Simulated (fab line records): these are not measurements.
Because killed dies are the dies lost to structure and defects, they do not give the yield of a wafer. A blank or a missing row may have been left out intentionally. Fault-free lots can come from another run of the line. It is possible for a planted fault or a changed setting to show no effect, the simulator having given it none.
Matching of chambers || flow nand-harc || 4 sister chambers for NHARC_A_STAIRCASE_ETCH_292 on rie-diel-12
The step etches the open film in CF4/CHF3. 27 wafers are shown with their chamber, then 12 later ones without.

## WAFERS PAIRED WITH THEIR CHAMBERS
{"wafer": "L076.1", "chamber": 2, "showerhead-plenum-p-Torr (Torr)": 1.69, "drypump-motor-current-A (A)": 6.0, "rf-vpp-V (V)": 375.9}
{"wafer": "L076.3", "chamber": 0, "showerhead-plenum-p-Torr (Torr)": 1.59, "drypump-motor-current-A (A)": 5.6, "rf-vpp-V (V)": 371.9}
{"wafer": "L076.6", "chamber": 3, "showerhead-plenum-p-Torr (Torr)": 1.58, "drypump-motor-current-A (A)": 5.1, "rf-vpp-V (V)": 369.7}
{"wafer": "L077.1", "chamber": 1, "showerhead-plenum-p-Torr (Torr)": 1.50, "drypump-motor-current-A (A)": 5.6, "rf-vpp-V (V)": 367.6}
{"wafer": "L077.5", "chamber": 2, "showerhead-plenum-p-Torr (Torr)": 1.69, "drypump-motor-current-A (A)": 6.0, "rf-vpp-V (V)": 374.3}
{"wafer": "L077.6", "chamber": 1, "showerhead-plenum-p-Torr (Torr)": 1.50, "drypump-motor-current-A (A)": 5.6, "rf-vpp-V (V)": 369.1}
{"wafer": "L077.2", "chamber": 3, "showerhead-plenum-p-Torr (Torr)": 1.58, "drypump-motor-current-A (A)": 5.1, "rf-vpp-V (V)": 369.0}
{"wafer": "L077.3", "chamber": 0, "showerhead-plenum-p-Torr (Torr)": 1.59, "drypump-motor-current-A (A)": 5.5, "rf-vpp-V (V)": 372.2}
{"wafer": "L077.4", "chamber": 2, "showerhead-plenum-p-Torr (Torr)": 1.69, "drypump-motor-current-A (A)": 6.0, "rf-vpp-V (V)": 374.0}
{"wafer": "L080.4", "chamber": 3, "showerhead-plenum-p-Torr (Torr)": 1.58, "drypump-motor-current-A (A)": 5.1, "rf-vpp-V (V)": 372.1}
{"wafer": "L080.5", "chamber": 1, "showerhead-plenum-p-Torr (Torr)": 1.50, "drypump-motor-current-A (A)": 5.5, "rf-vpp-V (V)": 369.2}
{"wafer": "L080.6", "chamber": 2, "showerhead-plenum-p-Torr (Torr)": 1.68, "drypump-motor-current-A (A)": 6.0, "rf-vpp-V (V)": 373.9}
{"wafer": "L083.1", "chamber": 1, "showerhead-plenum-p-Torr (Torr)": 1.49, "drypump-motor-current-A (A)": 5.5, "rf-vpp-V (V)": 368.6}
{"wafer": "L083.2", "chamber": 2, "showerhead-plenum-p-Torr (Torr)": 1.68, "drypump-motor-current-A (A)": 6.0, "rf-vpp-V (V)": 374.9}
{"wafer": "L083.4", "chamber": 3, "showerhead-plenum-p-Torr (Torr)": 1.58, "drypump-motor-current-A (A)": 5.1, "rf-vpp-V (V)": 370.0}
{"wafer": "L088.1", "chamber": 3, "showerhead-plenum-p-Torr (Torr)": 1.57, "drypump-motor-current-A (A)": 5.1, "rf-vpp-V (V)": 370.2}
{"wafer": "L088.2", "chamber": 1, "showerhead-plenum-p-Torr (Torr)": 1.49, "drypump-motor-current-A (A)": 5.5, "rf-vpp-V (V)": 368.2}
{"wafer": "L088.4", "chamber": 2, "showerhead-plenum-p-Torr (Torr)": 1.68, "drypump-motor-current-A (A)": 6.0, "rf-vpp-V (V)": 374.5}
{"wafer": "L088.3", "chamber": 0, "showerhead-plenum-p-Torr (Torr)": 1.58, "drypump-motor-current-A (A)": 5.6, "rf-vpp-V (V)": 372.2}
{"wafer": "L088.5", "chamber": 0, "showerhead-plenum-p-Torr (Torr)": 1.58, "drypump-motor-current-A (A)": 5.6, "rf-vpp-V (V)": 371.7}
{"wafer": "L088.6", "chamber": 3, "showerhead-plenum-p-Torr (Torr)": 1.57, "drypump-motor-current-A (A)": 5.0, "rf-vpp-V (V)": 370.6}
{"wafer": "L087.1", "chamber": 3, "showerhead-plenum-p-Torr (Torr)": 1.57, "drypump-motor-current-A (A)": 5.1, "rf-vpp-V (V)": 370.9}
{"wafer": "L087.3", "chamber": 0, "showerhead-plenum-p-Torr (Torr)": 1.58, "drypump-motor-current-A (A)": 5.6, "rf-vpp-V (V)": 372.7}
{"wafer": "L087.4", "chamber": 1, "showerhead-plenum-p-Torr (Torr)": 1.49, "drypump-motor-current-A (A)": 5.5, "rf-vpp-V (V)": 367.1}
{"wafer": "L091.1", "chamber": 1, "showerhead-plenum-p-Torr (Torr)": 1.49, "drypump-motor-current-A (A)": 5.5, "rf-vpp-V (V)": 366.5}
{"wafer": "L091.4", "chamber": 0, "showerhead-plenum-p-Torr (Torr)": 1.58, "drypump-motor-current-A (A)": 5.6, "rf-vpp-V (V)": 371.8}
{"wafer": "L091.6", "chamber": 1, "showerhead-plenum-p-Torr (Torr)": 1.49, "drypump-motor-current-A (A)": 5.6, "rf-vpp-V (V)": 367.2}

SIGNATURES, as means of the wafers listed above
{"reading": "showerhead-plenum-p-Torr", "chamber 0": 1.5833, "chamber 1": 1.4937, "chamber 2": 1.6850, "chamber 3": 1.5757, "scatter within a chamber": 0.00528}
{"reading": "drypump-motor-current-A", "chamber 0": 5.583, "chamber 1": 5.537, "chamber 2": 6.000, "chamber 3": 5.086, "scatter within a chamber": 0.0394}
{"reading": "rf-vpp-V", "chamber 0": 372.083, "chamber 1": 367.938, "chamber 2": 374.583, "chamber 3": 370.357, "scatter within a chamber": 0.836}
Rule: for each reading, subtract the chamber's mean from the wafer's reading, divide by that reading's scatter and square the result; add these up over the readings and take the root, which gives the wafer's distance from the chamber. The wafer belongs to the nearest chamber; if the next one is less than 2 further off, it can't be placed. How the scatter is found: for the shown wafers, subtract from each reading the mean of its chamber, square and add these, divide the total by (wafers less chambers), then take the root.

## WAFERS WITHOUT THEIR CHAMBER
{"wafer": "L090.3", "showerhead-plenum-p-Torr (Torr)": 1.57, "drypump-motor-current-A (A)": 5.1, "rf-vpp-V (V)": 370.4}
{"wafer": "L090.5", "showerhead-plenum-p-Torr (Torr)": 1.58, "drypump-motor-current-A (A)": 5.6, "rf-vpp-V (V)": 370.7}
{"wafer": "L090.6", "showerhead-plenum-p-Torr (Torr)": 1.57, "drypump-motor-current-A (A)": 5.1, "rf-vpp-V (V)": 369.8}
{"wafer": "L094.1", "showerhead-plenum-p-Torr (Torr)": 1.57, "drypump-motor-current-A (A)": 5.1, "rf-vpp-V (V)": 369.0}
{"wafer": "L094.3", "showerhead-plenum-p-Torr (Torr)": 1.58, "drypump-motor-current-A (A)": 5.6, "rf-vpp-V (V)": 371.7}
{"wafer": "L094.5", "showerhead-plenum-p-Torr (Torr)": 1.49, "drypump-motor-current-A (A)": 5.5, "rf-vpp-V (V)": 367.6}
{"wafer": "L095.2", "showerhead-plenum-p-Torr (Torr)": 1.58, "drypump-motor-current-A (A)": 5.5, "rf-vpp-V (V)": 370.5}
{"wafer": "L095.4", "showerhead-plenum-p-Torr (Torr)": 1.48, "drypump-motor-current-A (A)": 5.5, "rf-vpp-V (V)": 367.5}
{"wafer": "L095.5", "showerhead-plenum-p-Torr (Torr)": 1.58, "drypump-motor-current-A (A)": 5.5, "rf-vpp-V (V)": 370.2}
{"wafer": "L095.1", "showerhead-plenum-p-Torr (Torr)": 1.67, "drypump-motor-current-A (A)": 6.0, "rf-vpp-V (V)": 376.1}
{"wafer": "L095.3", "showerhead-plenum-p-Torr (Torr)": 1.57, "drypump-motor-current-A (A)": 5.1, "rf-vpp-V (V)": 370.2}
{"wafer": "L095.6", "showerhead-plenum-p-Torr (Torr)": 1.48, "drypump-motor-current-A (A)": 5.5, "rf-vpp-V (V)": 368.3}

## EACH ONE'S CHAMBER
{"wafer": "L090.3", "from the rows above": 3, "in truth": 3}
{"wafer": "L090.5", "from the rows above": 0, "in truth": 0}
{"wafer": "L090.6", "from the rows above": 3, "in truth": 3}
{"wafer": "L094.1", "from the rows above": 3, "in truth": 3}
{"wafer": "L094.3", "from the rows above": 0, "in truth": 0}
{"wafer": "L094.5", "from the rows above": 1, "in truth": 1}
{"wafer": "L095.2", "from the rows above": 0, "in truth": 0}
{"wafer": "L095.4", "from the rows above": 1, "in truth": 1}
{"wafer": "L095.5", "from the rows above": 0, "in truth": 0}
{"wafer": "L095.1", "from the rows above": 2, "in truth": 2}
{"wafer": "L095.3", "from the rows above": 3, "in truth": 3}
{"wafer": "L095.6", "from the rows above": 1, "in truth": 1}
Correct placement for 12 of the 12. Number that these rows cannot place: 0. Wrongly placed: 0.
